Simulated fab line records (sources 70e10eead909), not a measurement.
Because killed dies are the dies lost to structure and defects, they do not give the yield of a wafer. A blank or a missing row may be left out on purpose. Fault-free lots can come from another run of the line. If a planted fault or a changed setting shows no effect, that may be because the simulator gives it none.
Matching of chambers ; flow nand_harc ; NHARC_A_DECK1_JOINT_CMP_13 on cmp-03: 4 sister chambers
The step polishes, target thk 51.023 nm. 8 wafers are shown with their chamber, then 9 later ones without.

## WAFERS WITH THEIR CHAMBER
wafer;chamber;motor_current_A (A);time_to_endpoint_s (s)
L080.4;1;12.2;11
L087.1;1;13.3;8
L087.2;2;10.7;8
L088.1;2;10.8;8
L088.3;3;11.7;6
L089.1;0;11.4;9
L089.5;0;11.8;9
L089.6;3;12.6;8

## WAFERS MISSING THEIR CHAMBER
wafer;motor_current_A (A);time_to_endpoint_s (s)
L092.1;10.9;10
L092.3;11.2;8
L092.5;11.8;7
L093.2;12.6;7
L093.5;12.2;11
L093.6;11.8;6
L094.2;11.0;8
L094.3;12.2;6
L094.5;11.6;4

## EACH ONE'S CHAMBER
wafer;from the rows above;in truth
L092.1;can't be placed: 0 or 2 or 3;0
L092.3;can't be placed: 2 or 0 or 3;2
L092.5;can't be placed: 3 or 0 or 2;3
L093.2;can't be placed: 3 or 1 or 0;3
L093.5;can't be placed: 1 or 0 or 3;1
L093.6;can't be placed: 3 or 0 or 2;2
L094.2;can't be placed: 2 or 0 or 3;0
L094.3;can't be placed: 3 or 0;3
L094.5;can't be placed: 3 or 2 or 0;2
Placed correctly: 0 of 9. From these rows, 9 cannot be placed; in 9 the true chamber is one of the candidates. Wrongly placed: 0.
How it was worked out, from the rows above alone: a wafer's distance from a chamber is the root of the sum, over the readings, of the square of ((its reading less the chamber's mean) divided by the reading's scatter). The wafer belongs to the nearest chamber; if the next one is less than 2 further off, it can't be placed. For every chamber, the mean is computed from those of its wafers that are shown. The scatter: take each reading less its chamber's mean, square it, sum over the shown wafers, divide by the number of wafers less the number of chambers, and take the root.
